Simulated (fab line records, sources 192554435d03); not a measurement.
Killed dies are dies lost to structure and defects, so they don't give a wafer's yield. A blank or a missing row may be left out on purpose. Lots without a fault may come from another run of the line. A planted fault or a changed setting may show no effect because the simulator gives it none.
Which tool did it? | flow n5_finfet | 20 lots, 60 wafers sampled, at 6 steps of a route of 1938

WHAT THE GAUGES READ, wafer by wafer
N5_GATE_CUT_CD_MEAS_13: target cd 20 nm. Usual: cd_nm 19.97 nm, standard deviation 0.3.
lot  | measured     | on        | cd_nm (nm)        | flag
L074 | day 4 09:31  | cd_sem-01 | 19.95 20.17 20.09 |
L075 | day 4 15:18  | cd_sem-01 | 20.16 20.42 19.93 |
L076 | day 4 22:13  | cd_sem-01 | 19.53 19.65 20.05 |
L077 | day 5 03:41  | cd_sem-01 | 20.39 19.88 20.71 |
L079 | day 5 19:23  | cd_sem-01 | 19.62 19.86 20.24 |
L080 | day 6 00:20  | cd_sem-03 | 19.80 19.97 20.11 |
L081 | day 6 05:20  | cd_sem-03 | 19.98 20.29 19.83 |
L082 | day 6 08:38  | cd_sem-01 | 20.11 19.68 19.64 |
L083 | day 6 15:07  | cd_sem-03 | 20.00 20.13 19.91 |
L085 | day 7 07:38  | cd_sem-02 | 20.08 19.87 19.83 |
L086 | day 7 11:31  | cd_sem-01 | 19.56 19.62 19.32 |
L087 | day 7 14:45  | cd_sem-01 | 20.07 19.52 19.51 |
L088 | day 7 21:35  | cd_sem-03 | 20.25 19.99 20.35 |
L089 | day 8 03:54  | cd_sem-01 | 19.88 19.77 19.63 |
L091 | day 8 17:32  | cd_sem-01 | 20.72 19.89 20.03 |
L092 | day 9 00:34  | cd_sem-01 | 20.26 19.85 19.92 |
L093 | day 9 04:44  | cd_sem-03 | 20.58 20.17 20.27 |
L094 | day 9 16:36  | cd_sem-03 | 19.75 19.82 19.36 |
L095 | day 9 19:32  | cd_sem-01 | 19.96 19.83 19.95 |
L097 | day 10 06:42 | cd_sem-03 | 20.65 20.16 20.41 |

WHICH TOOL RAN EACH LOT (tool, then ch and the chambers of the sampled wafers, then the start)
lot  | N5_DUMMY_REMOVAL_STRIP_10         | N5_HKMG_FIN_DESCUM_53             | N5_HKMG_FIN_ETCH_67                | N5_HKMG_FIN_ALD_72            | N5_GATE_CUT_ETCH_56
L074 | rie_diel-06 ch 2,3, day 3 20:17   | rie_diel-03 ch 2,3, day 3 21:55   | rie_diel-04 ch 0,1,2, day 4 03:43  | cvd_w-02 ch 0,1, day 4 04:49  | rie_metal-03 ch 0,1, day 4 05:51
L075 | rie_diel-02 ch 0,1,3, day 4 02:10 | rie_diel-01 ch 0,1,3, day 4 03:49 | rie_diel-01 ch 0,1,2, day 4 09:35  | cvd_w-02 ch 0,1, day 4 10:41  | rie_metal-02 ch 0,1, day 4 11:44
L076 | rie_diel-06 ch 0,1,3, day 4 09:16 | rie_diel-03 ch 0,2, day 4 10:49   | rie_diel-03 ch 0,1,2, day 4 16:38  | cvd_w-01 ch 0,1, day 4 17:46  | rie_metal-03 ch 0,1, day 4 18:47
L077 | rie_diel-05 ch 1,2,3, day 4 14:17 | rie_diel-01 ch 2,3, day 4 15:54   | rie_diel-03 ch 0,1,2, day 4 21:44  | cvd_w-01 ch 0,1, day 4 22:51  | rie_metal-03 ch 0,1, day 4 23:53
L079 | rie_diel-05 ch 1,2,3, day 5 05:55 | rie_diel-03 ch 0,1,2, day 5 07:34 | rie_diel-03 ch 0,1,2, day 5 13:44  | cvd_w-02 ch 0,1, day 5 14:56  | rie_metal-02 ch 0,1, day 5 15:58
L080 | rie_diel-02 ch 0,1, day 5 11:02   | rie_diel-04 ch 0,2, day 5 12:35   | rie_diel-04 ch 0,2,3, day 5 18:28  | cvd_w-01 ch 0,1, day 5 19:34  | rie_metal-01 ch 1, day 5 20:47
L081 | rie_diel-02 ch 0,3, day 5 16:11   | rie_diel-03 ch 1,2, day 5 17:38   | rie_diel-04 ch 0,2,3, day 5 23:37  | cvd_w-02 ch 0,1, day 6 00:44  | rie_metal-02 ch 0,1, day 6 01:47
L082 | rie_diel-06 ch 2,3, day 5 19:26   | rie_diel-01 ch 2,3, day 5 21:20   | rie_diel-04 ch 0,1,3, day 6 02:58  | cvd_w-02 ch 0,1, day 6 04:06  | rie_metal-02 ch 0,1, day 6 05:08
L083 | rie_diel-02 ch 0,2, day 6 01:34   | rie_diel-01 ch 2,3, day 6 03:00   | rie_diel-04 ch 1,2, day 6 08:46    | cvd_w-01 ch 0, day 6 09:59    | rie_metal-03 ch 1, day 6 11:10
L085 | rie_diel-06 ch 1,2,3, day 6 17:57 | rie_diel-01 ch 0,1,2, day 6 19:47 | rie_diel-04 ch 1,3, day 7 01:56    | cvd_w-01 ch 0,1, day 7 03:02  | rie_metal-02 ch 0,1, day 7 04:04
L086 | rie_diel-06 ch 0,1,2, day 6 22:04 | rie_diel-04 ch 1,2,3, day 6 23:55 | rie_diel-01 ch 0,2,3, day 7 05:56  | cvd_w-02 ch 0,1, day 7 07:02  | rie_metal-03 ch 0,1, day 7 08:05
L087 | rie_diel-02 ch 0,2,3, day 7 01:35 | rie_diel-03 ch 1,2,3, day 7 03:21 | rie_diel-01 ch 0,2,3, day 7 09:07  | cvd_w-02 ch 0,1, day 7 10:13  | rie_metal-02 ch 0,1, day 7 11:15
L088 | rie_diel-06 ch 1,2, day 7 07:50   | rie_diel-03 ch 0,1, day 7 09:36   | rie_diel-03 ch 0,1,2, day 7 15:53  | cvd_w-01 ch 0,1, day 7 16:59  | rie_metal-03 ch 0,1, day 7 18:01
L089 | rie_diel-02 ch 0,2,3, day 7 14:24 | rie_diel-01 ch 0,1,2, day 7 16:17 | rie_diel-01 ch 0,1,3, day 7 22:08  | cvd_w-01 ch 0,1, day 7 23:14  | rie_metal-02 ch 0,1, day 8 00:16
L091 | rie_diel-05 ch 0,1,2, day 8 03:43 | rie_diel-03 ch 1,2,3, day 8 05:18 | rie_diel-03 ch 2,3, day 8 11:14    | cvd_w-02 ch 0,1, day 8 12:22  | rie_metal-02 ch 1, day 8 13:38
L092 | rie_diel-06 ch 0,2, day 8 11:02   | rie_diel-03 ch 2,3, day 8 12:41   | rie_diel-03 ch 0,1,3, day 8 18:31  | cvd_w-02 ch 0,1, day 8 19:40  | rie_metal-02 ch 1, day 8 20:53
L093 | rie_diel-05 ch 0,1,3, day 8 15:11 | rie_diel-01 ch 0,1,2, day 8 16:44 | rie_diel-03 ch 1,2, day 8 22:58    | cvd_w-02 ch 0,1, day 9 00:04  | rie_metal-03 ch 0,1, day 9 01:18
L094 | rie_diel-05 ch 0,2,3, day 9 02:53 | rie_diel-04 ch 1,2,3, day 9 04:38 | rie_diel-01 ch 0,1,2, day 9 10:58  | cvd_w-01 ch 0,1, day 9 12:05  | rie_metal-03 ch 0,1, day 9 13:07
L095 | rie_diel-02 ch 0,3, day 9 06:11   | rie_diel-03 ch 0,2, day 9 07:42   | rie_diel-03 ch 2,3, day 9 13:48    | cvd_w-01 ch 0,1, day 9 14:54  | rie_metal-03 ch 0,1, day 9 15:56
L097 | rie_diel-02 ch 1,2, day 9 17:29   | rie_diel-03 ch 0,1, day 9 19:02   | rie_diel-01 ch 0,2,3, day 10 00:51 | cvd_w-01 ch 0,1, day 10 02:07 | rie_metal-03 ch 0,1, day 10 03:15
- N5_DUMMY_REMOVAL_STRIP_10: strips in N2/H2, time 40 s.
- N5_HKMG_FIN_DESCUM_53: chemistry O2, time 7.9 s.
- N5_HKMG_FIN_ETCH_67: etches SOC in N2/H2, stops on TiN, target depth 388.9 nm.
- N5_HKMG_FIN_ALD_72: deposits W, target thk 2 nm, pulse time 1 s, purge time 2 s.
- N5_GATE_CUT_ETCH_56: etches TiN in Cl2/Ar, target depth 21.6 nm.

WHAT THE TOOLS THEMSELVES READ (means of the sampled wafers that have a number; where no wafer has one, the mark that the record gives instead)
N5_DUMMY_REMOVAL_STRIP_10. Usual: chamber_pressure_mTorr 99.98 mTorr, standard deviation 0.088; drypump_motor_current_A 5.6 A, standard deviation 0.45; oes_product_au 0.77 a.u., standard deviation 0.062; rf_vpp_V 45.4 V, standard deviation 0.76; showerhead_plenum_p_Torr 3.40 Torr, standard deviation 0.13; throttle_valve_pct 12.32 %, standard deviation 0.27.
lot  | tool        | chamber_pressure_mTorr (mTorr) | drypump_motor_current_A (A) | oes_product_au (a.u.) | rf_vpp_V (V) | showerhead_plenum_p_Torr (Torr) | throttle_valve_pct (%) | flag
L074 | rie_diel-06 | 100.05                         | 5.7                         | 0.72                  | 45.3         | 3.38                            | 12.25                  |
L075 | rie_diel-02 | 100.01                         | 5.7                         | 0.82                  | 45.7         | 3.36                            | 12.40                  |
L076 | rie_diel-06 | 100.02                         | 5.8                         | 0.78                  | 45.4         | 3.48                            | 12.20                  |
L077 | rie_diel-05 | 99.99                          | 5.8                         | 0.76                  | 45.0         | 3.45                            | 12.29                  |
L079 | rie_diel-05 | 99.94                          | 5.8                         | 0.76                  | 45.2         | 3.44                            | 12.29                  |
L080 | rie_diel-02 | 99.99                          | 5.4                         | 0.75                  | 44.8         | 3.31                            | 12.44                  |
L081 | rie_diel-02 | 100.02                         | 5.2                         | 0.77                  | 44.9         | 3.24                            | 12.67                  |
L082 | rie_diel-06 | 100.01                         | 5.9                         | 0.70                  | 45.1         | 3.41                            | 12.39                  |
L083 | rie_diel-02 | 99.93                          | 4.9                         | 0.72                  | 45.5         | 3.29                            | 12.57                  |
L085 | rie_diel-06 | 99.99                          | 5.8                         | 0.74                  | 44.9         | 3.44                            | 12.15                  |
L086 | rie_diel-06 | 99.98                          | 5.6                         | 0.79                  | 44.9         | 3.43                            | 12.11                  |
L087 | rie_diel-02 | 99.96                          | 5.2                         | 0.76                  | 45.4         | 3.33                            | 12.56                  |
L088 | rie_diel-06 | 100.04                         | 5.5                         | 0.75                  | 46.1         | 3.40                            | 12.04                  |
L089 | rie_diel-02 | 99.98                          | 5.2                         | 0.77                  | 45.0         | 3.33                            | 12.57                  |
L091 | rie_diel-05 | 99.98                          | 5.6                         | 0.75                  | 46.0         | 3.44                            | 12.35                  |
L092 | rie_diel-06 | 100.03                         | 5.7                         | 0.76                  | 44.9         | 3.38                            | 12.39                  |
L093 | rie_diel-05 | 100.03                         | 5.5                         | 0.72                  | 45.9         | 3.32                            | 12.32                  |
L094 | rie_diel-05 | 99.95                          | 5.7                         | 0.74                  | 45.1         | 3.34                            | 12.29                  |
L095 | rie_diel-02 | 99.97                          | 5.4                         | 0.80                  | 44.3         | 3.27                            | 12.68                  |
L097 | rie_diel-02 | 100.00                         | 6.0                         | 0.79                  | 44.7         | 3.52                            | 12.12                  |

N5_HKMG_FIN_DESCUM_53. Usual: chamber_pressure_mTorr 20.002 mTorr, standard deviation 0.019; drypump_motor_current_A 5.67 A, standard deviation 0.2; oes_product_au 0.77 a.u., standard deviation 0.073; rf_vpp_V 243.3 V, standard deviation 1.4; showerhead_plenum_p_Torr 2.09 Torr, standard deviation 0.067; throttle_valve_pct 20.47 %, standard deviation 0.24.
lot  | tool        | chamber_pressure_mTorr (mTorr) | drypump_motor_current_A (A) | oes_product_au (a.u.) | rf_vpp_V (V) | showerhead_plenum_p_Torr (Torr) | throttle_valve_pct (%) | flag
L074 | rie_diel-03 | 20.012                         | 5.88                        | 0.80                  | 244.6        | 2.11                            | 20.25                  |
L075 | rie_diel-01 | 20.002                         | 5.72                        | 0.82                  | 242.6        | 2.09                            | 20.22                  |
L076 | rie_diel-03 | 19.991                         | 5.67                        | 0.74                  | 243.9        | 2.12                            | 20.47                  |
L077 | rie_diel-01 | 20.000                         | 5.70                        | 0.75                  | 242.7        | 2.08                            | 20.56                  |
L079 | rie_diel-03 | 20.013                         | 5.75                        | 0.77                  | 243.2        | 2.10                            | 20.52                  |
L080 | rie_diel-04 | 20.009                         | 5.55                        | 0.69                  | 244.2        | 2.14                            | 20.62                  |
L081 | rie_diel-03 | 19.990                         | 5.84                        | 0.79                  | 243.5        | 2.08                            | 20.57                  |
L082 | rie_diel-01 | 19.992                         | 5.70                        | 0.74                  | 243.1        | 2.08                            | 20.56                  |
L083 | rie_diel-01 | 19.991                         | 5.71                        | 0.74                  | 243.1        | 2.07                            | 20.58                  |
L085 | rie_diel-01 | 20.011                         | 5.64                        | 0.84                  | 243.0        | 2.10                            | 20.43                  |
L086 | rie_diel-04 | 19.998                         | 5.51                        | 0.71                  | 244.0        | 2.14                            | 20.67                  |
L087 | rie_diel-03 | 20.021                         | 5.81                        | 0.78                  | 243.4        | 2.06                            | 20.38                  |
L088 | rie_diel-03 | 19.996                         | 5.59                        | 0.73                  | 242.2        | 2.07                            | 20.60                  |
L089 | rie_diel-01 | 20.009                         | 5.64                        | 0.82                  | 243.0        | 2.10                            | 20.44                  |
L091 | rie_diel-03 | 20.034                         | 5.80                        | 0.78                  | 242.9        | 2.06                            | 20.40                  |
L092 | rie_diel-03 | 19.987                         | 5.73                        | 0.77                  | 243.5        | 2.04                            | 20.19                  |
L093 | rie_diel-01 | 19.997                         | 5.66                        | 0.80                  | 243.5        | 2.09                            | 20.45                  |
L094 | rie_diel-04 | 20.004                         | 5.51                        | 0.79                  | 244.3        | 2.13                            | 20.52                  |
L095 | rie_diel-03 | 19.998                         | 5.67                        | 0.71                  | 243.5        | 2.11                            | 20.53                  |
L097 | rie_diel-03 | 20.005                         | 5.70                        | 0.75                  | 242.0        | 2.04                            | 20.66                  |

N5_HKMG_FIN_ETCH_67. Usual: bias_w 61.00 W, standard deviation 0.21; chamber_pressure_mTorr 29.999 mTorr, standard deviation 0.027; drypump_motor_current_A 5.68 A, standard deviation 0.22; oes_product_au 0.75 a.u., standard deviation 0.059; rf_vpp_V 240.9 V, standard deviation 1.3; showerhead_plenum_p_Torr 2.55 Torr, standard deviation 0.086; throttle_valve_pct 17.93 %, standard deviation 0.21.
lot  | tool        | bias_w (W) | chamber_pressure_mTorr (mTorr) | drypump_motor_current_A (A) | oes_product_au (a.u.) | rf_vpp_V (V) | showerhead_plenum_p_Torr (Torr) | throttle_valve_pct (%) | flag
L074 | rie_diel-04 | 61.01      | 30.007                         | 5.73                        | 0.70                  | 240.3        | 2.55                            | 18.07                  |
L075 | rie_diel-01 | 60.74      | 29.998                         | 5.65                        | 0.83                  | 240.9        | 2.58                            | 17.92                  |
L076 | rie_diel-03 | 60.96      | 30.034                         | 5.78                        | 0.77                  | 240.9        | 2.54                            | 17.76                  |
L077 | rie_diel-03 | 60.98      | 29.986                         | 5.78                        | 0.76                  | 240.7        | 2.54                            | 17.78                  |
L079 | rie_diel-03 | 61.24      | 30.000                         | 5.78                        | 0.76                  | 240.5        | 2.54                            | 17.78                  |
L080 | rie_diel-04 | 61.11      | 30.000                         | 5.52                        | 0.71                  | 241.6        | 2.60                            | 18.09                  |
L081 | rie_diel-04 | 61.05      | 30.004                         | 5.49                        | 0.71                  | 241.8        | 2.60                            | 18.09                  |
L082 | rie_diel-04 | 61.13      | 29.982                         | 5.69                        | 0.71                  | 241.5        | 2.55                            | 18.15                  |
L083 | rie_diel-04 | 60.98      | 30.006                         | 5.79                        | 0.69                  | 240.3        | 2.55                            | 18.11                  |
L085 | rie_diel-04 | 60.83      | 29.983                         | 5.48                        | 0.72                  | 241.8        | 2.60                            | 18.19                  |
L086 | rie_diel-01 | 60.84      | 29.977                         | 5.74                        | 0.76                  | 239.9        | 2.51                            | 17.96                  |
L087 | rie_diel-01 | 60.74      | 30.010                         | 5.74                        | 0.75                  | 240.1        | 2.51                            | 17.95                  |
L088 | rie_diel-03 | 60.90      | 29.986                         | 5.78                        | 0.74                  | 240.8        | 2.53                            | 17.80                  |
L089 | rie_diel-01 | 60.89      | 29.989                         | 5.72                        | 0.78                  | 241.3        | 2.55                            | 17.82                  |
L091 | rie_diel-03 | 60.97      | 30.005                         | 5.86                        | 0.74                  | 241.5        | 2.57                            | 17.73                  |
L092 | rie_diel-03 | 60.85      | 29.997                         | 5.67                        | 0.75                  | 240.1        | 2.45                            | 17.73                  |
L093 | rie_diel-03 | 60.94      | 30.013                         | 5.91                        | 0.74                  | 242.1        | 2.57                            | 17.86                  |
L094 | rie_diel-01 | 61.20      | 29.977                         | 5.64                        | 0.79                  | 240.7        | 2.56                            | 18.00                  |
L095 | rie_diel-03 | 61.12      | 30.006                         | 5.87                        | 0.73                  | 241.3        | 2.56                            | 17.75                  |
L097 | rie_diel-01 | 61.05      | 30.012                         | 5.74                        | 0.83                  | 239.4        | 2.50                            | 17.86                  |

N5_HKMG_FIN_ALD_72. Usual: heater_power_outer_w 284 W, standard deviation 22; heater_power_w 486 W, standard deviation 22; precursor_pulse_height_rel 0.999, standard deviation 0.019; susceptor_temp_C 299.95 C, standard deviation 0.18.
lot  | tool     | heater_power_outer_w (W) | heater_power_w (W) | precursor_pulse_height_rel | susceptor_temp_C (C) | flag
L074 | cvd_w-02 | 286                      | 486                | 0.988                      | 299.85               |
L075 | cvd_w-02 | 284                      | 479                | 1.022                      | 300.12               |
L076 | cvd_w-01 | 289                      | 493                | 0.991                      | 299.90               |
L077 | cvd_w-01 | 270                      | 477                | 1.011                      | 300.09               |
L079 | cvd_w-02 | 285                      | 480                | 0.991                      | 300.07               |
L080 | cvd_w-01 | 270                      | 483                | 0.993                      | 300.12               |
L081 | cvd_w-02 | 286                      | 479                | 1.009                      | 300.10               |
L082 | cvd_w-02 | 289                      | 480                | 0.990                      | 300.02               |
L083 | cvd_w-01 | 310                      | 509                | 1.005                      | 299.54               |
L085 | cvd_w-01 | 272                      | 473                | 0.995                      | 300.08               |
L086 | cvd_w-02 | 288                      | 480                | 1.006                      | 299.95               |
L087 | cvd_w-02 | 289                      | 488                | 1.023                      | 299.80               |
L088 | cvd_w-01 | 290                      | 499                | 0.968                      | 300.08               |
L089 | cvd_w-01 | 273                      | 478                | 0.998                      | 299.87               |
L091 | cvd_w-02 | 287                      | 489                | 0.994                      | 299.69               |
L092 | cvd_w-02 | 288                      | 475                | 0.994                      | 299.97               |
L093 | cvd_w-02 | 287                      | 487                | 0.994                      | 299.98               |
L094 | cvd_w-01 | 266                      | 487                | 0.994                      | 299.94               |
L095 | cvd_w-01 | 276                      | 481                | 0.995                      | 299.98               |
L097 | cvd_w-01 | 271                      | 486                | 1.008                      | 299.99               |

N5_GATE_CUT_ETCH_56. Usual: bias_w 59.99 W, standard deviation 0.2; chamber_pressure_mTorr 10.000 mTorr, standard deviation 0.01; drypump_motor_current_A 6.0 A, standard deviation 0.41; he_backside_leak_sccm 3.42 sccm, standard deviation 0.23; oes_product_au 0.77 a.u., standard deviation 0.14; throttle_valve_pct 20.7 %, standard deviation 0.32.
lot  | tool         | bias_w (W) | chamber_pressure_mTorr (mTorr) | drypump_motor_current_A (A) | he_backside_leak_sccm (sccm) | oes_product_au (a.u.) | throttle_valve_pct (%) | flag
L074 | rie_metal-03 | 60.13      | 9.986                          | 5.8                         | 3.49                         | 0.69                  | 20.4                   |
L075 | rie_metal-02 | 59.93      | 9.998                          | 6.3                         | 3.53                         | 0.73                  | 20.9                   |
L076 | rie_metal-03 | 60.04      | 10.011                         | 5.8                         | 3.28                         | 0.69                  | 20.4                   |
L077 | rie_metal-03 | 60.10      | 9.998                          | 5.8                         | 3.35                         | 0.69                  | 20.4                   |
L079 | rie_metal-02 | 59.94      | 9.992                          | 6.3                         | 3.50                         | 0.72                  | 20.9                   |
L080 | rie_metal-01 | 59.71      | 9.999                          | 6.7                         | 3.28                         | 0.62                  | 21.4                   |
L081 | rie_metal-02 | 60.07      | 9.994                          | 6.0                         | 3.35                         | 0.82                  | 20.7                   |
L082 | rie_metal-02 | 59.95      | 10.000                         | 6.0                         | 3.41                         | 0.82                  | 20.8                   |
L083 | rie_metal-03 | 59.84      | 10.005                         | 5.6                         | 3.31                         | 0.73                  | 20.2                   |
L085 | rie_metal-02 | 59.84      | 10.007                         | 6.0                         | 3.49                         | 0.82                  | 20.8                   |
L086 | rie_metal-03 | 60.06      | 10.003                         | 5.8                         | 3.56                         | 0.82                  | 20.3                   |
L087 | rie_metal-02 | 60.03      | 9.997                          | 6.3                         | 3.41                         | 0.71                  | 20.9                   |
L088 | rie_metal-03 | 60.13      | 10.000                         | 6.0                         | 3.50                         | 0.90                  | 20.5                   |
L089 | rie_metal-02 | 59.98      | 10.008                         | 6.0                         | 3.43                         | 0.80                  | 20.8                   |
L091 | rie_metal-02 | 60.28      | 9.998                          | 5.7                         | 3.35                         | 0.90                  | 20.7                   |
L092 | rie_metal-02 | 60.03      | 10.000                         | 5.7                         | 3.29                         | 0.88                  | 20.7                   |
L093 | rie_metal-03 | 59.99      | 9.993                          | 6.0                         | 3.31                         | 0.88                  | 20.5                   |
L094 | rie_metal-03 | 60.17      | 9.992                          | 5.8                         | 3.44                         | 0.80                  | 20.4                   |
L095 | rie_metal-03 | 59.84      | 10.000                         | 5.8                         | 3.28                         | 0.79                  | 20.4                   |
L097 | rie_metal-03 | 59.76      | 10.018                         | 5.8                         | 3.46                         | 0.79                  | 20.4                   |

THE ANSWER, worked out from the rows above alone
Rule: a lot is off if the mean of its wafers that have a number lies more than 3 standard deviations from the usual mean. A lot without any number at a reading at which 4 lots or more have one is off too. The other lots that the step has rows for count as sound. The gauges are gone through in route order, then the tools' own readings, and for those a lot's mean is taken as printed above. The first step at which some lot is off is used, and at that step the reading that is off furthest; a lot without a number counts as furthest.
No lot is off at any reading shown: from this, nothing can be told.

WHAT THE SIMULATOR HAD PUT IN
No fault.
